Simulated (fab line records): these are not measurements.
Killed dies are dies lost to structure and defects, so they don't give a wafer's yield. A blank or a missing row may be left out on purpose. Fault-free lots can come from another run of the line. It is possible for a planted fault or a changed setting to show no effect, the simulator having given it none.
Matching of chambers || flow n5 finfet || 3 sister chambers for N5_MOL_CONTACT_COAG_DESCUM_13 on rie diel-03
The step chemistry O2, time 7 s. 14 wafers are shown with their chamber, then 5 later ones without.

## WAFERS, EACH WITH ITS CHAMBER
{"wafer": "L082.1", "chamber": 3, "showerhead plenum p Torr (Torr)": 2.21, "oes product au (a.u.)": 0.81, "rf vpp V (V)": 245.3}
{"wafer": "L082.4", "chamber": 0, "showerhead plenum p Torr (Torr)": 1.99, "oes product au (a.u.)": 0.74, "rf vpp V (V)": 242.0}
{"wafer": "L082.5", "chamber": 3, "showerhead plenum p Torr (Torr)": 2.21, "oes product au (a.u.)": 0.81, "rf vpp V (V)": 244.5}
{"wafer": "L084.2", "chamber": 2, "showerhead plenum p Torr (Torr)": 2.23, "oes product au (a.u.)": 0.90, "rf vpp V (V)": 245.2}
{"wafer": "L084.4", "chamber": 3, "showerhead plenum p Torr (Torr)": 2.21, "oes product au (a.u.)": 0.79, "rf vpp V (V)": 244.6}
{"wafer": "L084.5", "chamber": 3, "showerhead plenum p Torr (Torr)": 2.21, "oes product au (a.u.)": 0.80, "rf vpp V (V)": 245.0}
{"wafer": "L086.1", "chamber": 0, "showerhead plenum p Torr (Torr)": 1.99, "oes product au (a.u.)": 0.75, "rf vpp V (V)": 240.5}
{"wafer": "L086.3", "chamber": 3, "showerhead plenum p Torr (Torr)": 2.21, "oes product au (a.u.)": 0.81, "rf vpp V (V)": 245.1}
{"wafer": "L086.4", "chamber": 2, "showerhead plenum p Torr (Torr)": 2.23, "oes product au (a.u.)": 0.90, "rf vpp V (V)": 245.4}
{"wafer": "L087.1", "chamber": 2, "showerhead plenum p Torr (Torr)": 2.23, "oes product au (a.u.)": 0.90, "rf vpp V (V)": 244.4}
{"wafer": "L087.2", "chamber": 3, "showerhead plenum p Torr (Torr)": 2.21, "oes product au (a.u.)": 0.80, "rf vpp V (V)": 244.6}
{"wafer": "L087.5", "chamber": 3, "showerhead plenum p Torr (Torr)": 2.21, "oes product au (a.u.)": 0.80, "rf vpp V (V)": 244.0}
{"wafer": "L094.3", "chamber": 3, "showerhead plenum p Torr (Torr)": 2.20, "oes product au (a.u.)": 0.79, "rf vpp V (V)": 245.4}
{"wafer": "L094.4", "chamber": 2, "showerhead plenum p Torr (Torr)": 2.22, "oes product au (a.u.)": 0.87, "rf vpp V (V)": 245.1}

SIGNATURES (averages over the wafers above)
{"reading": "showerhead plenum p Torr", "chamber 0": 1.9900, "chamber 2": 2.2275, "chamber 3": 2.2088, "scatter within a chamber": 0.00384}
{"reading": "oes product au", "chamber 0": 0.7450, "chamber 2": 0.8925, "chamber 3": 0.8013, "scatter within a chamber": 0.0105}
{"reading": "rf vpp V", "chamber 0": 241.250, "chamber 2": 245.025, "chamber 3": 244.812, "scatter within a chamber": 0.543}
Rule: a wafer's distance from a chamber is the root of the sum, over the readings, of the square of ((its reading less the chamber's mean) divided by the reading's scatter). The wafer belongs to the nearest chamber; if the next one is less than 2 further off, it can't be placed. The scatter: the root of (the sum of the squares of (reading less its chamber's mean) over the shown wafers, divided by (wafers less chambers)).

## WAFERS WITHOUT THEIR CHAMBER
{"wafer": "L094.5", "showerhead plenum p Torr (Torr)": 2.20, "oes product au (a.u.)": 0.79, "rf vpp V (V)": 246.2}
{"wafer": "L095.1", "showerhead plenum p Torr (Torr)": 2.22, "oes product au (a.u.)": 0.86, "rf vpp V (V)": 245.5}
{"wafer": "L095.4", "showerhead plenum p Torr (Torr)": 1.98, "oes product au (a.u.)": 0.72, "rf vpp V (V)": 240.4}
{"wafer": "L095.6", "showerhead plenum p Torr (Torr)": 2.20, "oes product au (a.u.)": 0.77, "rf vpp V (V)": 246.2}
{"wafer": "L097.1", "showerhead plenum p Torr (Torr)": 2.20, "oes product au (a.u.)": 0.78, "rf vpp V (V)": 243.2}

## WHICH CHAMBER EACH WENT THROUGH
{"wafer": "L094.5", "from the rows above": 3, "in truth": 3}
{"wafer": "L095.1", "from the rows above": 2, "in truth": 2}
{"wafer": "L095.4", "from the rows above": 0, "in truth": 0}
{"wafer": "L095.6", "from the rows above": 3, "in truth": 3}
{"wafer": "L097.1", "from the rows above": 3, "in truth": 3}
Correctly placed: 5 of 5. Number that these rows cannot place: 0. Number placed wrongly: 0.
